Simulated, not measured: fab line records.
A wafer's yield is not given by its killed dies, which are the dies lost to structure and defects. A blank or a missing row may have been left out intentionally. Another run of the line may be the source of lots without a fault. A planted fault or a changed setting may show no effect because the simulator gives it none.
Code-filled problem report in 8D (eight disciplines) form | flow nandHarc | the parts of the form that need people (team, actions taken, sign-off) are left out

## 1. THE ISSUE
Wafers without a fault read 999 nm, standard deviation 9.4; thkNm at NHARC_A_ONON_D1_THK_MEAS_30 reads a mean of 1558 nm on 2 wafers belonging to 2 lots. Measured from the usual mean, that is +60 standard deviations.
The step: measures by ellipsometry.
Seen first at day 11 11:29 on filmMetro-01, wafer L234.6. Wafers with a number at this step in the record: 39, from 13 lots. Rule for "out", or "out of limits": more than 4 standard deviations from the usual mean. All remaining wafers that have a number are taken as sound.

## 2. WHAT IT IS AND WHAT IT IS NOT
question                    | is                | is not
which readings at this step | thkNm             | -
which lots                  | L233, L234        | L220, L221, L223, L224, L225, L226, L227, L232, L239, L240, L241
which wafers of those lots  | L233.2, L234.6    | L233.1, L233.4, L234.4, L234.5
read on which gauges        | filmMetro-01      | filmMetro-02
when                        | from day 11 11:29 | up to then (23 sound wafers); but 14 sound wafers of L232, L233, L239, L240, L241 came after

## 3. SUSPECTS, AND WHAT RULES EACH OUT
Counting: any tool at a process step up to the reading remains a suspect provided it ran every lot that is out. Sound lots after the first of them don't rule it out here, since some wafers of a struck lot are sound.
- the gauge at NHARC_A_ONON_D1_THK_MEAS_30 has been ruled out. All the wafers that are out were read on filmMetro-01, but those of them that NHARC_END_SORT_01 has rows for are out there too, on other tools.
- pecvdOnon-04 at NHARC_A_ONON_D1_DEP_28 (target thk 1000 nm): kept. It processed each lot that is out (first: L234, day 11 11:09); up to then, its last sound lot is L226 (day 9 08:34).
Left after counting: pecvdOnon-04 at NHARC_A_ONON_D1_DEP_28.

## 4. THE CAUSE (what the simulator had put in)
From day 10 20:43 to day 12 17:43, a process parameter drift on pecvdOnon-04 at NHARC_A_ONON_D1_DEP_28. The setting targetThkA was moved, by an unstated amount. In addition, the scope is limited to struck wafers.
Counting left only this tool.

## 5. THE CHAIN OF EFFECTS, in route order
Each row: a reading whose mean over the struck wafers that have a number lies more than 3 standard deviations from the usual. Only readings for which the record gives a usual standard deviation are gone through. hours: the time from each lot's start at the first step in this table that gives one to its start at this step, as a median over the lots. sigmas: the change in usual standard deviations.
hours | step                        | reading       | usual  | on struck wafers | change | sigmas
0     | NHARC_A_ONON_D1_THK_MEAS_30 | thkNm         | 999 nm | 1558             | +560   | +60
274   | NHARC_END_SORT_01           | killedAtArray | 28     | 675              | +647   | +59
274   | NHARC_END_SORT_01           | killedDies    | 32     | 677              | +645   | +54

## 6. HOW IT WOULD HAVE BEEN CAUGHT EARLIER
15 hours passed between the start of the fault at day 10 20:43 and the first reading out of limits at a measuring or inspecting step in this record, taken at day 11 11:29.
No tool reading at NHARC_A_ONON_D1_DEP_28 that has a usual standard deviation in the record was out on any struck wafer, so an alarm limit of 4 standard deviations on those readings would not have fired.
L233, from the lots that are out (2), started NHARC_A_ONON_D1_DEP_28 on pecvdOnon-04 later than day 11 11:29. Had the tool been put on hold then, it would have been spared.
